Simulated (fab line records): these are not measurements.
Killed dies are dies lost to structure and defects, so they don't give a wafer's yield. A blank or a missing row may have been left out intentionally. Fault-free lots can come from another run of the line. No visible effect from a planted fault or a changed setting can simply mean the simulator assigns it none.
fab line records    flow nandHarc    part 2 of 2: steps 29 to 33 of 33
[record] lots = 5  wafers = 15  lastDay = 34
route steps=1302 shown P_M2@338 P_BONDPAD@351
lots that met no fault: taken from a fault-free run of the same line
startH: start of the lot's first displayed wafer, in hours after the record's first day    waitH: hours since the lot's step before    " same as the row above    L1.1+2: several wafers, shown together as one row    - no value, or no start given    * or withheld: withheld    < > ~ a bound
route shown NAME@n: a module of which the file shows steps, and the number in the route of the first    usual: mean/standard deviation of fault-free wafers    same: alike in all rows    chamber/n: place in a boat    sites: readings site by site    _std_site: how widely they spread, as a standard deviation    _edge_site: outer sites' mean less inner sites'    radiusMm: for every site, how far away it sits from the centre of the wafer    mask NAME#n: copy n    behind: the last tool/chamber to shape the wafer    hold: the reason the lot was held/the length of the hold in hours/how it ended    device: names the non-switching transistor (n, p or np)    end of line: tests run on the same wafers once the route is complete    a step without rows: its recipe alone    killed: not the wafer's yield, but the dies lost to structure and defects at the first sort    map: per-die view of a wafer (x killed, . not killed, _ where there is no die)
set.NAME: the setting as run; set.NAME@STEP: as run at that earlier step    model.NAME: the simulator's own value behind a step, which no gauge read
a table for each step, a row for each wafer; lots at some steps of the route
services: the hour from which a tool's chamber was out of use, counted from the record's first day as startH (under 0 if before that day), plus the number of hours and why
[[steps]]
[step NHARC_P_BONDPAD_DESCUM_11]
[recipe] timeS = 3  o2FlowSccm = 200  arFlowSccm = 0  biasPowerW = 0  chemistry = O2
[usual] chamberPressureMTorr = 60.00/0.045  drypumpMotorCurrentA = 6.0/0.59  oesProductAu = 1.000/0.011  rfVppV = 57.7/0.87  showerheadPlenumPTorr = 1.92/0.089  throttleValvePct = 11.310/0.0093
[same] biasPowerW = 0
lot.wafer  tool        chamber  startH  waitH  chamberPressureMTorr  drypumpMotorCurrentA  oesProductAu  rfHoursCounterH  rfVppV  showerheadPlenumPTorr  throttleValvePct
L078.4     rieDiel-02  1        179.58  -      59.96                 6.0                   1.011         8                57.4    2.02                   11.306
L078.3     "           2        "       "      59.99                 6.3                   1.000         5                59.0    1.82                   11.303
L078.1     "           3        "       "      60.03                 4.7                   0.996         8                57.1    2.06                   11.318
L081.4     rieDiel-02  0        206.89  -      59.99                 6.2                   1.003         10               58.0    1.78                   11.307
L081.2     "           1        "       "      60.00                 6.0                   1.017         10               57.5    2.02                   11.304
L081.6     "           2        "       "      59.94                 6.2                   1.003         -                58.4    1.82                   11.316
L085.4     rieDiel-04  3        250.23  -      59.95                 5.4                   0.988         -                57.5    1.90                   11.322
L085.5     "           0        "       "      60.05                 6.5                   0.996         -                56.3    2.00                   11.307
L085.6     "           2        "       "      59.94                 6.8                   1.017         -                56.2    1.86                   11.309
L091.1     rieDiel-03  1        310.60  -      60.07                 6.3                   0.992         0                57.0    1.90                   11.310
L091.4     "           0        "       "      60.06                 5.8                   1.012         -                57.9    1.82                   11.324
L091.6     "           1        "       "      59.96                 6.3                   1.000         -                56.7    1.90                   11.316
L097.2     rieDiel-02  3        370.99  -      60.09                 4.7                   1.013         7                59.2    2.05                   11.307
L097.1     "           0        "       "      59.93                 6.2                   1.023         7                57.2    1.77                   11.314
L097.4     "           2        "       "      59.91                 6.3                   0.999         7                55.7    1.82                   11.303
[step NHARC_P_BONDPAD_ETCH_37]
[recipe] targetDepthA = 600  overetchA = 180  timeS = 65.91  ionEnergyEv = 200  n2FlowSccm = 150  h2FlowSccm = 150  arFlowSccm = 0  rfW = 400  biasW = 150  chemistry = N2/H2
[usual] chamberPressureMTorr = 30.003/0.027  drypumpMotorCurrentA = 6.0/0.58  oesProductAu = 0.999/0.011  rfVppV = 430.8/2.8  showerheadPlenumPTorr = 2.05/0.1  throttleValvePct = 14.172/0.0082
lot.wafer  tool        chamber  startH  waitH  chamberPressureMTorr  drypumpMotorCurrentA  oesProductAu  rfHoursCounterH  rfVppV  showerheadPlenumPTorr  throttleValvePct
L078.1     rieDiel-02  3        179.66  0.1    30.007                4.7                   0.988         8                434.6   2.20                   14.167
L078.3     "           0        "       "      29.996                6.3                   1.009         8                426.8   1.89                   14.181
L078.4     "           1        "       "      30.005                6.0                   1.016         8                433.4   2.15                   14.170
L081.2     rieDiel-02  2        206.97  0.1    30.000                6.3                   1.000         6                428.4   1.94                   14.185
L081.4     "           3        "       "      29.995                4.7                   0.989         10               434.0   2.19                   14.167
L081.6     "           0        "       "      29.974                6.2                   1.012         -                425.5   1.89                   14.182
L085.6     rieDiel-04  2        250.32  0.1    29.964                6.7                   1.012         -                430.3   1.98                   14.165
L085.4     "           3        "       "      30.001                5.4                   0.979         -                430.4   2.03                   14.155
L085.5     "           0        "       "      29.953                6.5                   0.993         -                433.1   2.14                   14.161
L091.1     rieDiel-03  1        310.70  0.1    29.980                6.3                   0.998         0                429.5   2.02                   14.180
L091.4     "           3        "       "      30.026                5.9                   0.995         -                434.4   2.20                   14.188
L091.6     "           0        "       "      30.000                5.8                   1.000         -                428.8   1.94                   14.173
L097.2     rieDiel-02  3        371.08  0.1    29.993                4.7                   1.001         7                435.3   2.19                   14.173
L097.1     "           1        "       "      29.986                6.0                   1.020         8                434.0   2.15                   14.176
L097.4     "           2        "       "      30.000                6.3                   0.998         7                426.5   1.93                   14.182
[step NHARC_P_BONDPAD_ETCH_12]
[recipe] targetDepthA = 2000  timeS = 100  chf3FlowSccm = 50  o2FlowSccm = 10  arFlowSccm = 200  rfW = 500  biasW = 200  chemistry = CHF3/O2
[usual] chamberPressureMTorr = 25.003/0.022  drypumpMotorCurrentA = 6.0/0.6  oesProductAu = 0.940/0.021  rfVppV = 370.7/2.4  showerheadPlenumPTorr = 2.41/0.11  throttleValvePct = 20.573/0.0086
lot.wafer  tool        chamber  startH  waitH  chamberPressureMTorr  drypumpMotorCurrentA  oesProductAu  rfHoursCounterH  rfVppV  showerheadPlenumPTorr  throttleValvePct
L078.4     rieDiel-02  3        -       -      25.022                4.7                   0.969         8                374.4   2.57                   20.586
L078.1     "           0        "       "      24.965                6.2                   0.971         8                368.3   2.24                   20.568
L078.3     "           1        "       "      25.010                6.0                   0.982         8                372.4   2.52                   20.584
L081.2     rieDiel-02  2        -       -      24.982                6.3                   0.923         6                366.5   2.29                   20.578
L081.4     "           0        "       "      24.976                6.2                   0.923         10               367.4   2.24                   20.570
L081.6     "           2        "       "      25.017                6.3                   0.928         -                368.8   2.29                   20.580
L085.4     rieDiel-04  2        -       -      25.039                6.8                   0.941         -                367.8   2.34                   20.587
L085.5     "           3        "       "      25.017                5.4                   0.916         -                371.2   2.39                   20.570
L085.6     "           0        "       "      24.968                6.5                   0.921         -                373.7   2.51                   20.575
L091.1     rieDiel-03  3        -       -      24.990                5.9                   0.933         1                373.5   2.58                   20.571
L091.4     "           0        "       "      25.040                5.8                   0.958         -                368.0   2.29                   20.566
L091.6     "           1        "       "      25.034                6.3                   0.957         -                371.5   2.39                   20.570
L097.2     rieDiel-02  3        -       -      24.983                4.7                   0.964         7                374.4   2.57                   20.576
L097.4     "           0        "       "      24.977                6.3                   0.990         7                366.5   2.23                   20.579
L097.1     "           1        "       "      25.028                6.0                   0.991         8                372.9   2.52                   20.579
[step NHARC_P_BONDPAD_CD_MEAS_13]
[usual] cdNm = 499.2/1.9
lot.wafer  tool      chamber  startH  waitH  cdNm
L078.1     cdSem-03  -        179.89  -      498.6
L078.3     "         -        "       "      497.4
L078.4     "         -        "       "      499.7
L081.2     cdSem-03  -        207.19  -      498.7
L081.4     "         -        "       "      500.1
L081.6     "         -        "       "      501.3
L085.4     cdSem-01  -        250.57  -      497.9
L085.5     "         -        "       "      494.2
L085.6     "         -        "       "      495.8
L091.1     cdSem-03  -        310.94  -      498.0
L091.4     "         -        "       "      498.4
L091.6     "         -        "       "      499.4
L097.1     cdSem-03  -        371.30  -      499.1
L097.2     "         -        "       "      499.2
L097.4     "         -        "       "      501.8
[step NHARC_P_BONDPAD_STRIP_15]
[recipe] o2FlowSccm = 500  arFlowSccm = 0  biasW = 0  chemistry = O2
[usual] chamberPressureMTorr = 60.00/0.059  drypumpMotorCurrentA = 5.9/0.55  oesProductAu = 1.004/0.0094  rfVppV = 57.8/0.99  showerheadPlenumPTorr = 3.53/0.18  throttleValvePct = 17.036/0.0091
lot.wafer  tool        chamber  startH  waitH  chamberPressureMTorr  drypumpMotorCurrentA  oesProductAu  rfHoursCounterH  rfVppV  showerheadPlenumPTorr  throttleValvePct
L078.1     rieDiel-03  0        180.00  0.1    59.87                 5.8                   1.005         1.7              57.6    3.37                   17.036
L078.3     "           1        "       "      60.10                 6.3                   0.997         1.5              57.1    3.51                   17.033
L078.4     "           3        "       "      60.09                 5.9                   0.997         -                59.4    3.79                   17.032
L081.2     rieDiel-03  0        207.26  0.1    59.96                 5.8                   0.998         2.1              57.6    3.37                   17.033
L081.4     "           1        "       "      59.97                 6.2                   1.011         1.9              57.1    3.51                   17.038
L081.6     "           1        "       "      59.98                 6.3                   1.008         -                58.2    3.51                   17.027
L085.4     rieDiel-02  2        250.67  0.1    60.03                 6.3                   1.001         0.4              56.3    3.37                   17.040
L085.5     "           0        "       "      59.94                 6.3                   1.006         -                58.1    3.29                   17.032
L085.6     "           1        "       "      59.99                 6.0                   1.009         -                56.8    3.70                   17.042
L091.4     rieDiel-02  3        311.01  0.1    60.02                 4.7                   1.001         4.1              56.9    3.77                   17.049
L091.1     "           1        "       "      60.03                 6.0                   1.019         4.6              59.2    3.70                   17.026
L091.6     "           0        "       "      60.02                 6.3                   1.004         -                58.6    3.29                   17.026
L097.2     rieDiel-03  1        371.38  0.1    59.98                 6.3                   1.004         1.9              56.7    3.50                   17.040
L097.4     "           3        "       "      60.09                 5.9                   0.981         2.3              58.0    3.78                   17.044
L097.1     "           0        "       "      60.04                 5.8                   1.003         1.6              56.6    3.37                   17.042
[[services]]
tool           chamber  startH  hours  kind
ecdCu-01       -        160.00  8.0    pm
wetBench-08    -        176.48  5.7    repair
rieDiel-03     2        178.51  2.2    repair
rieDiel-03     -        183.40  0.6    repair
rieDiel-02     -        216.72  9.0    pm
rieDiel-03     2        226.02  17.2   repair
pvdSputter-01  -        226.07  10.0   pm
lithoTrack-02  -        227.00  7.0    pm
cmp-02         -        232.50  4.0    pm
rieDiel-03     0        234.50  2.8    repair
ecdCu-01       -        238.71  1.9    repair
rieDiel-02     -        238.75  1.7    repair
lithoTrack-07  -        251.00  7.0    pm
rieDiel-03     2        260.24  5.0    repair
pvdSputter-01  -        264.00  16.4   repair
rieDiel-02     0        269.53  1.5    repair
rieDiel-03     0        276.18  32.9   repair
rieDiel-03     -        281.30  9.0    pm
cmp-02         -        294.63  2.3    repair
lithoTrack-05  -        299.00  7.0    pm
rieDiel-03     2        301.44  10.0   repair
pecvd-01       -        311.48  13.0   pm
rieDiel-03     3        330.80  5.6    repair
pvdSputter-01  -        338.25  3.5    repair
